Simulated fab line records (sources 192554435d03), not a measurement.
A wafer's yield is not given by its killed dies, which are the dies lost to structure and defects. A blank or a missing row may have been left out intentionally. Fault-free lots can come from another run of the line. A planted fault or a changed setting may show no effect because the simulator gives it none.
Problem report, 8D (eight disciplines) form, completed by code	flow n5Finfet	the parts of the form that need people (team, actions taken, sign-off) are left out

## 1. WHAT WENT WRONG
Wafers without a fault read 35.73, standard deviation 0.049; exposureDoseMJCm2 at N5_BEOL_M5_EXPOSE_08 reads a mean of 36.36 on 8 wafers belonging to 3 lots. Measured from the usual mean, that is +13 standard deviations.
The step: exposes mask M5, target cd 28 nm.
Earliest sighting: wafer L164.3 on euvScanner-01 at day 8 20:47. At this step, 32 wafers from 11 lots have a number in the record. Rule for "out", or "out of limits": more than 4 standard deviations from the usual mean. The other wafers with a number count as sound.

## 2. WHAT IT IS; WHAT IT IS NOT
question	is	is not
which readings at this step	exposureDoseMJCm2	-
which lots	L164, L168, L169	L162, L163, L165, L174, L175, L180, L181, L183
which wafers of those lots	all that have a number	-
read on which tools	euvScanner-01	euvScanner-02
when	from day 8 20:47	up to then (9 sound wafers); but 15 sound wafers of L174, L175, L180, L181, L183 came after

## 3. THE SUSPECTS, EACH WITH WHAT RULES IT OUT
Counting: a tool at any process step up to the reading remains a suspect when it ran all the lots that are out and ran no sound lot after the first of those.
- euvScanner-01 at N5_BEOL_M5_EXPOSE_08 (exposes mask M5, target cd 28 nm): kept. Every lot that is out went through it, starting with L164 (day 8 20:47), and after that it ran no sound lot; the last sound lot it ran before then is L165 (day 8 18:52). On those wafers its own readings are out: exposureDoseMJCm2.
Remaining after the count: euvScanner-01 at N5_BEOL_M5_EXPOSE_08.

## 4. THE CAUSE (what the simulator had put in)
Process parameter drift: euvScanner-01, from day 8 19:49 on, at N5_BEOL_M5_EXPOSE_08. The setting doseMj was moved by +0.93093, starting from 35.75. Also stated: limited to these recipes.
The count eliminated every tool but this one.

## 5. THE EFFECT CHAIN, in route order
Each row: a reading where the mean over the struck wafers with a number is more than 3 standard deviations away from the usual. Scope: only readings with a usual standard deviation given in the record; hours: median across lots of the time from each lot's start at the first step in this table that gives one to its start at this step; sigmas: change in usual standard deviations.
hours	step	reading	usual	on struck wafers	change	sigmas
0	N5_BEOL_M5_EXPOSE_08	exposureDoseMJCm2	35.73	36.36	+0.63	+13
Its process steps:
- N5_BEOL_M5_EXPOSE_08: exposes mask M5, target cd 28 nm.

## 6. WHAT WOULD HAVE CAUGHT IT SOONER
In this record the first reading out of limits was taken at day 8 20:47, 1 hour after the fault began at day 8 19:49.
